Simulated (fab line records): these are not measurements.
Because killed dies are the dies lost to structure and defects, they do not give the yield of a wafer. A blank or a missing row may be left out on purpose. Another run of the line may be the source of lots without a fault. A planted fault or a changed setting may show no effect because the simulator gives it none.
Chamber matching ; flow nand_harc ; 4 sister chambers for NHARC_A_ZERO_WELL_ETCH_13 on rie_si-06
The step etches the open film in HBr/Cl2, target depth 120 nm, time 40.1 s. 8 wafers are shown with their chamber, then 6 later ones without.

== WAFERS PAIRED WITH THEIR CHAMBERS ==
wafer;chamber;oes_product_au (a.u.);throttle_valve_pct (%)
L936.3;2;0.987;26.413
L939.4;3;1.009;26.402
L939.5;1;1.000;26.409
L941.2;0;0.977;26.414
L941.4;1;1.000;26.397
L941.6;2;0.980;26.408
L945.3;0;1.004;26.407
L945.4;3;0.997;26.404

== WAFERS MISSING THEIR CHAMBER ==
wafer;oes_product_au (a.u.);throttle_valve_pct (%)
L945.6;1.003;26.418
L952.1;0.990;26.404
L952.3;0.983;26.387
L953.2;1.008;26.413
L953.4;0.993;26.402
L953.5;0.996;26.413

== WHICH CHAMBER EACH WENT THROUGH ==
wafer;from the rows above;in truth
L945.6;can't be placed: 0 or 2 or 3 or 1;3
L952.1;can't be placed: 1 or 3 or 0 or 2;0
L952.3;can't be placed: 1 or 3 or 2 or 0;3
L953.2;can't be placed: 0 or 3 or 1 or 2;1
L953.4;can't be placed: 1 or 3 or 0 or 2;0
L953.5;can't be placed: 0 or 2 or 1 or 3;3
Placed correctly: 0 of 6. These rows do not allow placing 6 (true chamber among the candidates in 6). Placed wrongly: 0.
How it was worked out, from the rows above alone: a wafer's distance from a chamber is the root of the sum, over the readings, of the square of ((its reading less the chamber's mean) divided by the reading's scatter). If the next closest chamber is less than 2 further off than the closest, the wafer can't be placed; otherwise it belongs to the closest. For every chamber, the mean is computed from those of its wafers that are shown. The scatter: the root of (the sum of the squares of (reading less its chamber's mean) over the shown wafers, divided by (wafers less chambers)).
